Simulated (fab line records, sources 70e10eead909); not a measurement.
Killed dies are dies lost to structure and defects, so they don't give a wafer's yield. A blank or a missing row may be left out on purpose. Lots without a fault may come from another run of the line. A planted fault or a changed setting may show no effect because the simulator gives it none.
Which tool did it? | flow nand_harc | 13 lots, 39 wafers sampled, at 5 steps of a route of 1302

WHAT THE GAUGES READ, wafer by wafer
NHARC_END_SORT_01.
lot  | measured     | on        | killed_at_array | killed_at_other | killed_at_periphery | killed_dies | killed_open | killed_short
L826 | day 27 16:14 | prober-01 | 75 81 75        | 1 0 0           | 2 0 2               | 78 81 77    | 2 2 2       | 1 3 2
L837 | day 31 11:29 | prober-02 | 107 54 50       | 0 0 0           | 4 4 4               | 111 58 54   | 6 2 4       | 2 6 4

WHICH TOOL RAN EACH LOT (tool, then ch and the chambers of the sampled wafers, then the start)
lot  | NHARC_A_STAIRCASE_STRIP_148         | NHARC_THIN_TSV_STRIP_45              | NHARC_THIN_TSV_ETCHBACK_48         | NHARC_THIN_TSV_PRE_CLEAN_50
L819 | wet_bench-06 ch 3,5,6, day 15 12:20 | plasma_asher-02 ch 0,1, day 23 12:40 | rie_diel-08 ch 1,2,3, day 23 13:55 | pvd_sputter-03, no start
L820 | wet_bench-09 ch 1,3,4, day 16 06:08 | plasma_asher-01 ch 0,1, day 24 07:52 | rie_diel-08 ch 0,1,2, day 24 09:08 | pvd_sputter-01, no start
L821 | wet_bench-04 ch 2,3,4, day 16 07:11 | plasma_asher-01 ch 0,1, day 24 06:36 | rie_diel-10 ch 0,1,2, day 24 07:50 | pvd_sputter-03, no start
L822 | wet_bench-06 ch 0,5,6, day 17 06:01 | plasma_asher-01 ch 0,1, day 26 07:34 | rie_diel-10 ch 0,2, day 26 08:46   | pvd_sputter-02, no start
L823 | wet_bench-04 ch 3,4,5, day 17 06:19 | plasma_asher-01 ch 0,1, day 26 10:12 | rie_diel-09 ch 0,2,3, day 26 11:25 | pvd_sputter-03, no start
L826 | wet_bench-09 ch 1,6,7, day 18 16:20 | plasma_asher-01 ch 1, day 26 16:51   | rie_diel-09 ch 0,1,2, day 26 18:02 | pvd_sputter-01, day 27 16:14 or earlier
L825 | wet_bench-09 ch 1,3,5, day 18 18:50 | plasma_asher-01 ch 0,1, day 26 19:44 | rie_diel-08 ch 0,1,2, day 26 20:59 | pvd_sputter-02, no start
L827 | wet_bench-09 ch 0,1,2, day 18 22:13 | plasma_asher-01 ch 0,1, day 26 15:28 | rie_diel-10 ch 1,2,3, day 26 16:43 | pvd_sputter-01, no start
L829 | wet_bench-04 ch 4,5,6, day 19 23:23 | plasma_asher-02 ch 0,1, day 28 02:32 | rie_diel-10 ch 0,1,3, day 28 03:46 | pvd_sputter-02, no start
L837 | wet_bench-04 ch 3,4,5, day 23 03:26 | plasma_asher-02 ch 0,1, day 31 00:17 | rie_diel-08 ch 0,1,3, day 31 01:32 | pvd_sputter-03, day 31 11:29 or earlier
L839 | wet_bench-09 ch 0,6,7, day 24 09:05 | plasma_asher-01 ch 0,1, day 31 18:26 | rie_diel-08 ch 1,2,3, day 31 19:38 | pvd_sputter-02, no start
L841 | wet_bench-06 ch 2,6,7, day 24 21:00 | plasma_asher-01 ch 0,1, day 32 20:46 | rie_diel-09 ch 1,2, day 32 21:49   | pvd_sputter-03, no start
L842 | wet_bench-09 ch 2,6,7, day 25 09:31 | plasma_asher-01 ch 0,1, day 33 17:54 | rie_diel-10 ch 0,1,3, day 33 19:03 | pvd_sputter-01, no start
- NHARC_A_STAIRCASE_STRIP_148: strips in SPM, time 900 s.
- NHARC_THIN_TSV_STRIP_45: strips in O2.
- NHARC_THIN_TSV_ETCHBACK_48: etches the open film in C4F8/Ar, target depth 1028.5 nm, time 405.17 s.
- NHARC_THIN_TSV_PRE_CLEAN_50: time 30 s.

WHAT THE TOOLS THEMSELVES READ (means of the sampled wafers that have a number; where no wafer has one, the mark that the record gives instead)
NHARC_THIN_TSV_STRIP_45.
lot  | tool            | drypump_motor_current_A (A) | heater_power_w (W)
L819 | plasma_asher-02 | 5.9                         | 314
L820 | plasma_asher-01 | 5.2                         | 318
L821 | plasma_asher-01 | 5.2                         | 328
L822 | plasma_asher-01 | 5.2                         | 330
L823 | plasma_asher-01 | 5.2                         | 320
L826 | plasma_asher-01 | 5.2                         | 306
L825 | plasma_asher-01 | 5.2                         | 317
L827 | plasma_asher-01 | 5.2                         | 320
L829 | plasma_asher-02 | 6.0                         | 336
L837 | plasma_asher-02 | 5.9                         | 311
L839 | plasma_asher-01 | 5.2                         | 323
L841 | plasma_asher-01 | 5.2                         | 319
L842 | plasma_asher-01 | 5.2                         | 334

NHARC_THIN_TSV_ETCHBACK_48.
lot  | tool        | oes_product_au (a.u.) | rf_vpp_V (V)
L819 | rie_diel-08 | 0.922                 | 545.3
L820 | rie_diel-08 | 0.990                 | 544.4
L821 | rie_diel-10 | 0.923                 | 545.7
L822 | rie_diel-10 | 0.974                 | 547.5
L823 | rie_diel-09 | 0.939                 | 544.0
L826 | rie_diel-09 | 0.931                 | 545.0
L825 | rie_diel-08 | 0.990                 | 544.3
L827 | rie_diel-10 | 0.964                 | 545.2
L829 | rie_diel-10 | 0.937                 | 546.4
L837 | rie_diel-08 | 0.913                 | 544.9
L839 | rie_diel-08 | 0.994                 | 544.5
L841 | rie_diel-09 | 0.925                 | 548.9
L842 | rie_diel-10 | 1.006                 | 547.0

NHARC_THIN_TSV_PRE_CLEAN_50.
lot  | tool           | heater_power_w (W)
L819 | pvd_sputter-03 | 435
L820 | pvd_sputter-01 | 407
L821 | pvd_sputter-03 | 422
L822 | pvd_sputter-02 | 424
L823 | pvd_sputter-03 | 432
L826 | pvd_sputter-01 | 401
L825 | pvd_sputter-02 | 385
L827 | pvd_sputter-01 | 415
L829 | pvd_sputter-02 | 399
L837 | pvd_sputter-03 | 410
L839 | pvd_sputter-02 | 383
L841 | pvd_sputter-03 | 424
L842 | pvd_sputter-01 | 388

THE ANSWER, worked out from the rows above alone
Rule: what is usual is taken from the lots themselves. Put in order of their means at a reading, lots are off if they are a third of the lots or fewer, leave a main group of 4 or more, and stand apart from it by a gap of 3 or more times the standard deviation of the main group's means; of several such gaps the widest counts. A main group whose means are all the same, to the digits that the tables above print for the reading, isn't used. A lot without any number at a reading at which 4 lots or more have one is off too. The other lots that the step has rows for count as sound. The gauges are gone through in route order, then the tools' own readings, and for those a lot's mean is taken as printed above. The first step at which some lot is off is used, and at that step the reading that is off furthest; a lot without a number counts as furthest.
No lot is off at any reading shown: from this, nothing can be told.

WHAT THE SIMULATOR HAD PUT IN
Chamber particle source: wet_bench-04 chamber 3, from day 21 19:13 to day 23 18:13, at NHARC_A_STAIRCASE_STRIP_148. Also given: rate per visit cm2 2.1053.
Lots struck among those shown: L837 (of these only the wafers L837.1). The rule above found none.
